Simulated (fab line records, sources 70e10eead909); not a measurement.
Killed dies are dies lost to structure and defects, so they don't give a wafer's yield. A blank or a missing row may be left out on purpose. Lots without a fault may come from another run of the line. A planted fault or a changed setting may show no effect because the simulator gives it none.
Which tool did it? | flow nand_harc | 12 lots, 36 wafers sampled, at 1 step of a route of 1159

WHAT THE GAUGES READ, wafer by wafer
NHARC_A_SLIT_OVL_MEAS_10.
lot  | measured     | on         | overlay_x_nm (nm)
L077 | day 14 19:59 | overlay-01 | 0.6 0.9 1.0
L074 | day 15 07:19 | overlay-01 | -1.5 -1.2 -1.4
L080 | day 15 11:35 | overlay-02 | 0.3 1.8 0.9
L082 | day 16 02:44 | overlay-02 | 1.3 1.0 1.0
L083 | day 16 13:36 | overlay-01 | 0.3 0.1 -0.1
L084 | day 16 21:13 | overlay-01 | -0.7 -0.3 -0.8
L088 | day 17 07:42 | overlay-02 | 0.7 0.3 1.0
L090 | day 18 09:06 | overlay-02 | 1.2 1.4 1.4
L094 | day 18 18:08 | overlay-01 | -1.0 -0.9 -0.6
L093 | day 18 20:19 | overlay-01 | 1.2 1.9 0.8
L096 | day 19 14:35 | overlay-01 | 0.4 0.7 0.1
L097 | day 20 05:08 | overlay-02 | 0.4 0.5 0.9

WHICH TOOL RAN EACH LOT (tool, then ch and the chambers of the sampled wafers, then the start)
The record holds no process step before these readings.

THE ANSWER, worked out from the rows above alone
Rule: what is usual is taken from the lots themselves. Put in order of their means at a reading, lots are off if they are a third of the lots or fewer, leave a main group of 4 or more, and stand apart from it by a gap of 3 or more times the standard deviation of the main group's means; of several such gaps the widest counts. A main group whose means are all the same, to the digits that the tables above print for the reading, isn't used. A lot without any number at a reading at which 4 lots or more have one is off too. The other lots that the step has rows for count as sound.
No lot is off at any reading shown: from this, nothing can be told.

WHAT THE SIMULATOR HAD PUT IN
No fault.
